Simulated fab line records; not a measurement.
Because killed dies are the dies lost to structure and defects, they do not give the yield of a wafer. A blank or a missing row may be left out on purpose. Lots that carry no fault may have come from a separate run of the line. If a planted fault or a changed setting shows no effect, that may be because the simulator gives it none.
A lot that was struck, set against a sound lot | flow nandHarc | 14 steps out of a route of 1302
Sound: the wafers L991.1, L991.2, L991.6. The struck wafers were L107.1, L107.5, L107.6. At the end, the cause is stated.
At each step with rows: each side's tool, then ch and its chambers, then its first start. Under that, the readings that differ: sound wafers | struck wafers | difference of the means | sigmas: that difference in standard deviations of wafers without a fault.
alike: readings whose means differ by less than 2 such deviations, and words and numbers that are the same on both sides. not compared: withheld readings, readings that some wafer has no value for, bounds like >300 that may hide the same value, and numbers for which the record gives no deviation and whose values overlap.
The two part at a step that has a row with sigmas, a row that says differs or no value, or rows on one side only. Numbers that don't overlap but have no deviation are shown without sigmas and don't part them. A reading that every wafer of one side lacks parts them only if that side has two wafers or more.

first, 2 steps without rows for these wafers: NHARC_A_SOURCE_PLATE_SRD_01; NHARC_A_SOURCE_PLATE_OXIDE_02 (material SiO2, target thk 10 nm, ox time 1362 s).
NHARC_A_SOURCE_PLATE_THK_MEAS_09: measures by ellipsometry.
  sound: filmMetro-01 at day 8 12:46; struck: filmMetro-01 at day 14 08:58
  alike: thkNm
then, 3 steps without rows for these wafers: NHARC_A_SOURCE_PLATE_PVD_04 (deposits WSi2, target thk 50 nm); NHARC_A_SOURCE_PLATE_CVD_03 (deposits poly-Si, target thk 200 nm, time 4000 s); NHARC_A_SOURCE_PLATE_ANNEAL_05 (time 1800 s).
NHARC_A_SOURCE_PLATE_THK_MEAS_06: measures by ellipsometry.
  sound: filmMetro-01 at day 9 03:09; struck: filmMetro-01 at day 14 21:48
  alike: thkNm
NHARC_A_SOURCE_PLATE_INSPECT_08:
  sound: defectInspect-01 at day 9 03:13; struck: defectInspect-02 at day 14 21:52
  alike: rawDefectCount
after that, 1 step with no rows for these wafers: NHARC_A_ONON_D1_DEP_00 (target thk 1000 nm).
NHARC_A_ONON_D1_THK_MEAS_02: measures by ellipsometry.
  sound: filmMetro-02 at day 9 03:47; struck: filmMetro-02 at day 14 22:26
  alike: thkNm
NHARC_A_ONON_D1_DEP_03: target thk 1000 nm.
  sound on pecvdOnon-03 ch 0, day 9 03:50; struck on pecvdOnon-03 ch 0, day 14 22:30
  alike: n2FlowSccm, n2oFlowSccm
NHARC_A_ONON_D1_THK_MEAS_05: measures by ellipsometry.
  sound: filmMetro-02 at day 9 04:21; struck: filmMetro-02 at day 14 23:01
reading    | sound          | struck         | difference | sigmas
thkNm (nm) | 1005 1007 1007 | 1675 1674 1674 | +668       | +88
after that, 1 step with no rows for these wafers: NHARC_A_ONON_D1_DEP_06 (target thk 1000 nm).
-- record jumps: 17 days between struck wafers' starts before vs after; left off in module A_ONON_D1, resumes in module END, first step shown is number 1302 of the route --
NHARC_END_SORT_01:
  at this point the record logs the struck wafers (prober-02 ch 0, day 32 09:55) and has no rows for the sound ones

== WHERE THEY PART ==
Earliest at NHARC_A_ONON_D1_THK_MEAS_05; latest, in this record, at NHARC_END_SORT_01.

WHY: what the simulator had put in
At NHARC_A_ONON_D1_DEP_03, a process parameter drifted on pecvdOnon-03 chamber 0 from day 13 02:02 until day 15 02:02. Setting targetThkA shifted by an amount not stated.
